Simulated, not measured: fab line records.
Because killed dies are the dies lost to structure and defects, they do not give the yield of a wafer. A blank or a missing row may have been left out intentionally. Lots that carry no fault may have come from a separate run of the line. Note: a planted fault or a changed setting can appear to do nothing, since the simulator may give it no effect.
What tool caused it? -- flow n5-finfet -- 60 wafers from 20 lots sampled at 6 of the route's 1938 steps

== WHAT EACH GAUGE READ, for each wafer ==
N5_BEOL_M1_CD_MEAS_18: pitch 36 nm, target cd 18 nm. Usual: cd-nm reads 18.0 nm (standard deviation 0.42).
lot,measured,on,cd-nm (nm),flag
L074,day 6 08:56,cd-sem-02,18.3 18.0 17.9,
L075,day 6 11:50,cd-sem-03,18.1 18.0 18.4,
L076,day 6 13:07,cd-sem-01,18.0 18.0 17.3,
L077,day 6 22:49,cd-sem-03,18.0 17.9 18.3,
L079,day 7 06:53,cd-sem-02,18.5 18.2 17.8,
L081,day 7 20:10,cd-sem-03,18.4 17.4 18.1,
L082,day 8 06:40,cd-sem-01,18.0 17.6 18.2,
L083,day 8 12:06,cd-sem-03,18.2 18.1 17.3,
L084,day 8 12:12,cd-sem-02,17.9 17.9 17.6,
L085,day 9 04:39,cd-sem-03,17.8 18.3 18.2,
L086,day 9 06:29,cd-sem-03,18.0 18.1 17.9,
L087,day 9 12:16,cd-sem-02,17.8 17.6 17.8,
L088,day 9 12:32,cd-sem-03,18.7 17.9 18.5,
L089,day 9 20:14,cd-sem-01,18.5 18.2 18.6,
L090,day 10 02:11,cd-sem-01,17.6 17.2 17.6,
L091,day 10 03:58,cd-sem-01,16.8 18.6 17.7,
L092,day 10 23:44,cd-sem-02,18.7 18.4 19.2,
L094,day 11 02:20,cd-sem-02,17.7 18.1 18.5,
L095,day 11 17:27,cd-sem-03,18.0 18.5 18.7,
L096,day 11 23:25,cd-sem-03,18.1 17.8 18.2,

N5_BEOL_M1_CD_MEAS_35: target cd 18 nm, target cd y 21 nm. Usual: cd-nm reads 18.1 nm (standard deviation 0.46).
lot,measured,on,cd-nm (nm),flag
L074,day 6 11:37,cd-sem-02,18.1 18.1 17.7,
L075,day 6 14:20,cd-sem-01,17.7 17.9 19.1,
L076,day 6 14:31,cd-sem-03,17.9 17.8 17.8,
L077,day 7 02:16,cd-sem-02,18.5 17.9 19.0,
L079,day 7 10:50,cd-sem-01,18.5 18.4 17.4,
L081,day 7 23:58,cd-sem-02,18.2 17.7 18.2,
L082,day 8 08:26,cd-sem-01,18.5 17.8 17.9,
L083,day 8 14:08,cd-sem-02,18.8 18.1 17.8,
L084,day 8 14:10,cd-sem-01,17.9 18.2 18.3,
L085,day 9 07:40,cd-sem-01,17.9 18.1 17.9,
L086,day 9 08:45,cd-sem-02,17.8 18.1 18.2,
L087,day 9 14:47,cd-sem-03,17.8 17.4 18.0,
L088,day 9 15:37,cd-sem-01,18.9 18.6 18.5,
L089,day 10 00:24,cd-sem-02,18.2 18.6 18.5,
L090,day 10 07:38,cd-sem-03,17.2 17.2 17.6,
L091,day 10 07:58,cd-sem-01,17.0 18.5 18.0,
L092,day 11 10:31,cd-sem-01,19.2 18.6 19.0,
L094,day 11 23:06,cd-sem-01,17.8 17.7 17.9,
L095,day 11 23:06,cd-sem-02,17.5 18.0 19.0,
L096,day 12 02:08,cd-sem-01,18.1 17.4 18.2,

== WHICH TOOL RAN EACH LOT (tool, then ch and the chambers of the sampled wafers, then the start) ==
lot,N5_BEOL_M1_PECVD_72,N5_BEOL_M1_ETCH_63,N5_BEOL_M1_HM_OPEN_17,N5_BEOL_M1_DESCUM_33
L074,"pecvd-01 ch 0,2, day 6 07:23","rie-diel-01 ch 0,1,3, day 6 08:29","rie-metal-01 ch 0,1, day 6 08:43","rie-diel-03 ch 1,2,3, day 6 09:23"
L075,"pecvd-02 ch 1,2, day 6 10:00","rie-diel-03 ch 0,1,2, day 6 11:23","rie-metal-01 ch 0,1, day 6 11:35","rie-diel-03 ch 1,2, day 6 12:25"
L076,"pecvd-03 ch 1,2, day 6 11:32","rie-diel-01 ch 0,1, day 6 12:45","rie-metal-02 ch 0,1, day 6 12:56","rie-diel-01 ch 1,3, day 6 13:41"
L077,"pecvd-03 ch 0,2, day 6 20:15","rie-diel-06 ch 0,2,3, day 6 22:26","rie-metal-01 ch 0,1, day 6 22:38","rie-diel-03 ch 0,1, day 6 23:16"
L079,"pecvd-01 ch 0,2, day 7 05:52","rie-diel-03 ch 0,2,3, day 7 06:30","rie-metal-01 ch 0,1, day 7 06:42","rie-diel-06 ch 0,1,2, day 7 07:26"
L081,"pecvd-03 ch 0,1, day 7 17:45","rie-diel-01 ch 0,3, day 7 19:41","rie-metal-03 ch 1, day 7 19:55","rie-diel-06 ch 0,1,3, day 7 20:43"
L082,"pecvd-02 ch 0,1,2, day 8 03:49","rie-diel-06 ch 2,3, day 8 06:17","rie-metal-01 ch 1, day 8 06:29","rie-diel-06 ch 0,1,3, day 8 07:14"
L083,"pecvd-02 ch 0,2, day 8 09:29","rie-diel-06 ch 0,1,2, day 8 11:41","rie-metal-02 ch 0,1, day 8 11:53","rie-diel-01 ch 0,2,3, day 8 12:32"
L084,"pecvd-02 ch 0,2, day 8 10:16","rie-diel-01 ch 0,2, day 8 11:49","rie-metal-01 ch 0,1, day 8 12:01","rie-diel-01 ch 0,2,3, day 8 12:39"
L085,"pecvd-03 ch 0,1,2, day 9 03:20","rie-diel-06 ch 0,1,2, day 9 04:16","rie-metal-02 ch 0,1, day 9 04:30","rie-diel-06 ch 0,1,3, day 9 05:33"
L086,"pecvd-02 ch 0,1, day 9 03:51","rie-diel-06 ch 0,1,3, day 9 06:06","rie-metal-02 ch 0, day 9 06:18","rie-diel-03 ch 2,3, day 9 07:01"
L087,"pecvd-02 ch 0,1,2, day 9 09:53","rie-diel-06 ch 0,1,3, day 9 11:48","rie-metal-02 ch 0,1, day 9 12:00","rie-diel-03 ch 1,2,3, day 9 12:50"
L088,"pecvd-03 ch 0,1, day 9 10:31","rie-diel-03 ch 0,2,3, day 9 12:09","rie-metal-01 ch 0,1, day 9 12:21","rie-diel-06 ch 0,1,3, day 9 13:06"
L089,"pecvd-03 ch 0,1, day 9 18:15","rie-diel-06 ch 0,3, day 9 19:49","rie-metal-01 ch 0,1, day 9 20:01","rie-diel-03 ch 0,1,2, day 9 20:50"
L090,"pecvd-03 ch 0, day 10 00:33","rie-diel-01 ch 1,2, day 10 01:48","rie-metal-03 ch 0, day 10 02:00","rie-diel-01 ch 0,1, day 10 02:38"
L091,"pecvd-01 ch 0,1,2, day 10 02:23","rie-diel-01 ch 0,1,2, day 10 03:35","rie-metal-01 ch 0,1, day 10 03:49","rie-diel-03 ch 0,3, day 10 04:25"
L092,"pecvd-03 ch 1,2, day 10 21:53","rie-diel-01 ch 1,3, day 10 23:22","rie-metal-01 ch 0,1, day 10 23:33","rie-diel-06 ch 0,1, day 11 00:11"
L094,"pecvd-03 ch 1,2, day 11 01:04","rie-diel-06 ch 0,1,2, day 11 01:53","rie-metal-02 ch 0,1, day 11 02:05","rie-diel-06 ch 0,1,3, day 11 02:47"
L095,"pecvd-02 ch 0,1,2, day 11 13:43","rie-diel-03 ch 0,2,3, day 11 17:02","rie-metal-02 ch 0,1, day 11 17:18","rie-diel-03 ch 0,1, day 11 18:13"
L096,"pecvd-02 ch 1,2, day 11 21:32","rie-diel-03 ch 0,2,3, day 11 22:58","rie-metal-01 ch 0,1, day 11 23:10","rie-diel-01 ch 0,1,2, day 11 23:52"
- N5_BEOL_M1_PECVD_72: deposits SiO2 from TEOS/O2, target thk 16 nm, time 18 s.
- N5_BEOL_M1_ETCH_63: etches SiARC in CF4, target depth 15.6 nm, time 26 s.
- N5_BEOL_M1_HM_OPEN_17: chemistry Cl2/BCl3, target TiN, target depth 20 nm, overetch 6 nm.
- N5_BEOL_M1_DESCUM_33: chemistry O2, time 7 s.

== AS READ BY THE TOOLS THEMSELVES (means over the sampled wafers that have a number; for cases with no such wafer, the mark the record gives instead) ==
N5_BEOL_M1_PECVD_72. Usual: chamber-pressure-Torr 5.501 Torr, standard deviation 0.01; heater-power-w 739 W, standard deviation 120; rf-fwd-power-W 445.0 W, standard deviation 1.9; showerhead-plenum-p-Torr 8.81 Torr, standard deviation 0.042; susceptor-temp-C 399.97 C, standard deviation 0.21; throttle-valve-pct 21.5 %, standard deviation 0.77.
lot,tool,chamber-pressure-Torr (Torr),heater-power-w (W),rf-fwd-power-W (W),showerhead-plenum-p-Torr (Torr),susceptor-temp-C (C),throttle-valve-pct (%),flag
L074,pecvd-01,5.489,748,445.3,8.79,400.04,21.1,
L075,pecvd-02,5.495,597,445.4,8.83,399.98,20.8,
L076,pecvd-03,5.509,800,445.9,8.82,400.03,21.6,
L077,pecvd-03,5.505,731,444.2,8.86,399.97,22.0,
L079,pecvd-01,5.494,729,444.5,8.79,399.93,21.1,
L081,pecvd-03,5.503,708,444.4,8.79,399.74,22.0,
L082,pecvd-02,5.512,734,445.1,8.82,400.08,21.1,
L083,pecvd-02,5.502,806,446.2,8.78,400.00,20.9,
L084,pecvd-02,5.508,813,445.6,8.80,400.18,20.8,
L085,pecvd-03,5.504,742,442.8,8.81,399.94,22.0,
L086,pecvd-02,5.506,649,446.4,8.82,399.97,21.4,
L087,pecvd-02,5.505,734,446.0,8.81,399.96,21.4,
L088,pecvd-03,5.496,712,444.5,8.82,399.87,22.3,
L089,pecvd-03,5.492,705,444.7,8.79,400.17,22.0,
L090,pecvd-03,5.502,764,442.5,8.87,400.23,22.7,
L091,pecvd-01,5.496,779,445.5,8.80,400.04,22.0,
L092,pecvd-03,5.505,696,444.4,8.78,400.06,21.5,
L094,pecvd-03,5.491,701,443.7,8.80,399.76,20.7,
L095,pecvd-02,5.504,766,445.0,8.80,399.99,21.3,
L096,pecvd-02,5.498,637,445.9,8.83,399.70,21.2,

N5_BEOL_M1_ETCH_63. Usual: chamber-pressure-mTorr 40.00 mTorr, standard deviation 0.036; drypump-motor-current-A 5.9 A, standard deviation 0.44; etch-rf-on-time-s 26.0 s, standard deviation 0.82; oes-product-au 0.65 a.u., standard deviation 0.061; rf-fwd-power-W 532.8 W, standard deviation 2.4; rf-vpp-V 183.9 V, standard deviation 1.3; showerhead-plenum-p-Torr 2.13 Torr, standard deviation 0.085; throttle-valve-pct 15.71 %, standard deviation 0.3.
lot,tool,chamber-pressure-mTorr (mTorr),drypump-motor-current-A (A),etch-rf-on-time-s (s),oes-product-au (a.u.),rf-fwd-power-W (W),rf-vpp-V (V),showerhead-plenum-p-Torr (Torr),throttle-valve-pct (%),flag
L074,rie-diel-01,40.03,5.5,26.2,0.62,531.9,183.7,2.17,15.99,
L075,rie-diel-03,39.97,6.3,26.5,0.62,531.4,184.1,2.17,15.91,
L076,rie-diel-01,40.00,5.5,26.5,0.60,534.3,183.6,2.16,15.96,
L077,rie-diel-06,40.01,6.0,25.0,0.66,533.1,183.1,2.05,15.57,
L079,rie-diel-03,39.98,5.9,26.4,0.64,532.5,183.9,2.18,15.69,
L081,rie-diel-01,40.02,5.4,25.8,0.64,531.8,184.6,2.16,15.98,
L082,rie-diel-06,40.03,5.8,25.2,0.65,535.2,182.7,2.03,15.60,
L083,rie-diel-06,39.98,6.2,26.1,0.66,534.8,184.3,2.13,15.65,
L084,rie-diel-01,39.99,5.4,26.5,0.61,529.2,185.0,2.18,15.79,
L085,rie-diel-06,40.00,6.2,26.1,0.65,533.6,183.7,2.13,15.65,
L086,rie-diel-06,39.97,6.3,25.6,0.68,534.5,184.2,2.10,15.40,
L087,rie-diel-06,39.99,6.3,25.6,0.69,533.8,183.9,2.10,15.40,
L088,rie-diel-03,40.01,5.9,26.5,0.62,530.7,184.7,2.17,15.72,
L089,rie-diel-06,40.00,6.1,24.9,0.66,535.2,183.2,2.01,15.34,
L090,rie-diel-01,39.99,5.5,25.9,0.74,533.0,184.8,2.19,15.63,
L091,rie-diel-01,39.99,5.5,26.4,0.67,532.2,184.7,2.17,15.76,
L092,rie-diel-01,40.01,5.5,25.9,0.74,533.5,184.8,2.18,15.74,
L094,rie-diel-06,39.99,6.2,25.6,0.73,532.6,183.4,2.13,15.51,
L095,rie-diel-03,40.04,5.9,26.3,0.62,532.8,183.6,2.16,15.75,
L096,rie-diel-03,40.03,5.9,26.6,0.61,531.2,184.3,2.16,15.76,

N5_BEOL_M1_HM_OPEN_17. Usual: chamber-pressure-mTorr 10.000 mTorr, standard deviation 0.0089; drypump-motor-current-A 5.7 A, standard deviation 0.39; mfc-cl2-sccm 53.26 sccm, standard deviation 0.17; oes-product-au 0.61 a.u., standard deviation 0.088; rf-fwd-power-W 992 W, standard deviation 3.2; throttle-valve-pct 22.39 %, standard deviation 0.19.
lot,tool,chamber-pressure-mTorr (mTorr),drypump-motor-current-A (A),mfc-cl2-sccm (sccm),oes-product-au (a.u.),rf-fwd-power-W (W),throttle-valve-pct (%),flag
L074,rie-metal-01,10.001,6.0,53.16,0.60,990,22.44,
L075,rie-metal-01,10.001,5.9,53.17,0.60,992,22.29,
L076,rie-metal-02,9.999,5.3,53.37,0.52,997,22.49,
L077,rie-metal-01,10.001,6.0,53.33,0.61,993,22.44,
L079,rie-metal-01,9.994,5.9,53.22,0.60,988,22.28,
L081,rie-metal-03,9.994,5.2,53.37,0.61,990,22.28,
L082,rie-metal-01,9.998,5.8,53.22,0.58,995,22.19,
L083,rie-metal-02,9.993,5.6,53.10,0.73,993,22.35,
L084,rie-metal-01,10.001,5.9,53.22,0.58,992,22.32,
L085,rie-metal-02,10.002,5.6,53.17,0.72,990,22.35,
L086,rie-metal-02,10.003,5.1,53.24,0.52,995,22.61,
L087,rie-metal-02,9.991,5.6,53.34,0.71,994,22.36,
L088,rie-metal-01,10.002,5.9,53.16,0.58,993,22.32,
L089,rie-metal-01,10.004,6.0,53.28,0.59,995,22.44,
L090,rie-metal-03,9.998,6.4,53.03,0.56,991,22.22,
L091,rie-metal-01,10.010,6.0,53.35,0.60,990,22.45,
L092,rie-metal-01,9.996,6.0,53.24,0.60,995,22.44,
L094,rie-metal-02,10.000,5.3,53.22,0.61,994,22.50,
L095,rie-metal-02,9.994,5.4,53.12,0.60,996,22.50,
L096,rie-metal-01,10.003,6.0,53.34,0.60,990,22.43,

N5_BEOL_M1_DESCUM_33. Usual: chamber-pressure-mTorr 20.000 mTorr (standard deviation 0.017); drypump-motor-current-A 6.0 A (standard deviation 0.46); oes-product-au 0.75 a.u. (standard deviation 0.071); rf-fwd-power-W 49.37 W (standard deviation 0.22); rf-vpp-V 243.0 V (standard deviation 1.7); showerhead-plenum-p-Torr 2.07 Torr (standard deviation 0.087); throttle-valve-pct 20.5 % (standard deviation 0.35).
lot,tool,chamber-pressure-mTorr (mTorr),drypump-motor-current-A (A),oes-product-au (a.u.),rf-fwd-power-W (W),rf-vpp-V (V),showerhead-plenum-p-Torr (Torr),throttle-valve-pct (%),flag
L074,rie-diel-03,20.010,6.3,0.73,49.31,242.5,2.04,20.3,
L075,rie-diel-03,19.996,6.6,0.69,49.24,242.7,2.04,20.7,
L076,rie-diel-01,19.996,5.5,0.73,49.44,243.6,2.11,20.6,
L077,rie-diel-03,20.012,6.4,0.72,49.27,242.7,2.06,20.8,
L079,rie-diel-06,20.017,6.2,0.79,49.30,242.8,2.08,20.4,
L081,rie-diel-06,20.011,6.3,0.81,49.41,242.1,2.04,20.1,
L082,rie-diel-06,20.002,6.3,0.79,49.35,242.6,2.04,20.1,
L083,rie-diel-01,19.994,5.4,0.74,49.27,244.5,2.12,20.7,
L084,rie-diel-01,20.000,5.4,0.73,49.32,243.8,2.12,20.7,
L085,rie-diel-06,19.999,6.3,0.80,49.41,242.1,2.04,20.1,
L086,rie-diel-03,19.994,6.1,0.73,49.31,242.9,2.08,20.2,
L087,rie-diel-03,20.008,6.3,0.72,49.31,242.5,2.04,20.4,
L088,rie-diel-06,19.990,6.3,0.79,49.54,242.2,2.03,20.1,
L089,rie-diel-03,20.008,6.2,0.71,49.23,243.5,2.10,20.7,
L090,rie-diel-01,19.987,5.5,0.86,49.68,244.1,2.10,20.4,
L091,rie-diel-03,20.010,5.8,0.76,49.39,242.7,2.05,20.2,
L092,rie-diel-06,19.991,6.5,0.77,49.39,243.3,2.06,20.2,
L094,rie-diel-06,19.997,6.3,0.78,49.49,242.7,2.03,20.2,
L095,rie-diel-03,19.994,6.1,0.72,49.38,243.3,2.11,20.9,
L096,rie-diel-01,20.017,5.5,0.76,49.41,243.2,2.12,20.6,

== THE ANSWER, worked out from the rows above alone ==
Rule: lot off if the mean of its wafers having a number is beyond 3 standard deviations from the usual mean. Also off: a lot with no number at a reading for which 4 or more lots have one. All remaining lots with rows at the step are treated as sound. After the gauges, taken in route order, come the tools' own readings; for these a lot's mean is taken, as printed above. The first step at which some lot is off is used, and at that step the reading that is off furthest; a lot without a number counts as furthest.
Across all readings shown, no lot is off: no conclusion can be drawn from this.

== WHAT THE SIMULATOR HAD INSERTED ==
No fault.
